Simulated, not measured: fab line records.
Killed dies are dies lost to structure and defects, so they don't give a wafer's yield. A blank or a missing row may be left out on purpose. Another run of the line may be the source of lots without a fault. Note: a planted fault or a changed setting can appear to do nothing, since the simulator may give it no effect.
Chamber matching / flow n5Finfet / pecvd-02 running N5_BEOL_M0_DEP_125: 3 sister chambers
The step deposits SiCN from 3MS/NH3, target thk 8 nm, time 14 s. 6 wafers are shown with their chamber, then 12 later ones without.

== WAFERS WITH THEIR CHAMBER ==
wafer=L088.5; chamber=0; throttleValvePct (%)=9.1; showerheadPlenumPTorr (Torr)=3.668
wafer=L089.4; chamber=1; throttleValvePct (%)=8.9; showerheadPlenumPTorr (Torr)=3.672
wafer=L089.6; chamber=2; throttleValvePct (%)=8.7; showerheadPlenumPTorr (Torr)=3.664
wafer=L090.1; chamber=2; throttleValvePct (%)=8.5; showerheadPlenumPTorr (Torr)=3.666
wafer=L090.2; chamber=1; throttleValvePct (%)=9.1; showerheadPlenumPTorr (Torr)=3.693
wafer=L090.3; chamber=0; throttleValvePct (%)=9.0; showerheadPlenumPTorr (Torr)=3.681

== WAFERS WITH NO CHAMBER GIVEN ==
wafer=L090.4; throttleValvePct (%)=8.8; showerheadPlenumPTorr (Torr)=3.682
wafer=L090.5; throttleValvePct (%)=8.6; showerheadPlenumPTorr (Torr)=3.661
wafer=L090.6; throttleValvePct (%)=9.5; showerheadPlenumPTorr (Torr)=3.665
wafer=L092.1; throttleValvePct (%)=9.1; showerheadPlenumPTorr (Torr)=3.682
wafer=L092.2; throttleValvePct (%)=8.6; showerheadPlenumPTorr (Torr)=3.663
wafer=L092.3; throttleValvePct (%)=9.3; showerheadPlenumPTorr (Torr)=3.671
wafer=L092.4; throttleValvePct (%)=9.1; showerheadPlenumPTorr (Torr)=3.681
wafer=L092.5; throttleValvePct (%)=8.8; showerheadPlenumPTorr (Torr)=3.666
wafer=L092.6; throttleValvePct (%)=9.6; showerheadPlenumPTorr (Torr)=3.675
wafer=L097.1; throttleValvePct (%)=9.1; showerheadPlenumPTorr (Torr)=3.668
wafer=L097.4; throttleValvePct (%)=9.2; showerheadPlenumPTorr (Torr)=3.684
wafer=L097.6; throttleValvePct (%)=8.7; showerheadPlenumPTorr (Torr)=3.653

== WHICH CHAMBER EACH WENT THROUGH ==
wafer=L090.4; from the rows above=can't be placed: 1 or 0 or 2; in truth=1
wafer=L090.5; from the rows above=2; in truth=2
wafer=L090.6; from the rows above=can't be placed: 0 or 1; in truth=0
wafer=L092.1; from the rows above=can't be placed: 1 or 0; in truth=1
wafer=L092.2; from the rows above=2; in truth=2
wafer=L092.3; from the rows above=can't be placed: 0 or 1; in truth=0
wafer=L092.4; from the rows above=can't be placed: 0 or 1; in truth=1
wafer=L092.5; from the rows above=can't be placed: 2 or 0 or 1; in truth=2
wafer=L092.6; from the rows above=can't be placed: 0 or 1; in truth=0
wafer=L097.1; from the rows above=can't be placed: 0 or 1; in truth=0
wafer=L097.4; from the rows above=can't be placed: 0 or 1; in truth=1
wafer=L097.6; from the rows above=2; in truth=2
3 of 12 placed correctly. From these rows, 9 cannot be placed; in 9 the true chamber is one of the candidates. Number placed wrongly: 0.
How it was worked out, from the rows above alone: a wafer's distance from a chamber is the root of the sum, over the readings, of the square of ((its reading less the chamber's mean) divided by the reading's scatter). If the next closest chamber is less than 2 further off than the closest, the wafer can't be placed; otherwise it belongs to the closest. For every chamber, the mean is computed from those of its wafers that are shown. The scatter: the root of (the sum of the squares of (reading less its chamber's mean) over the shown wafers, divided by (wafers less chambers)).
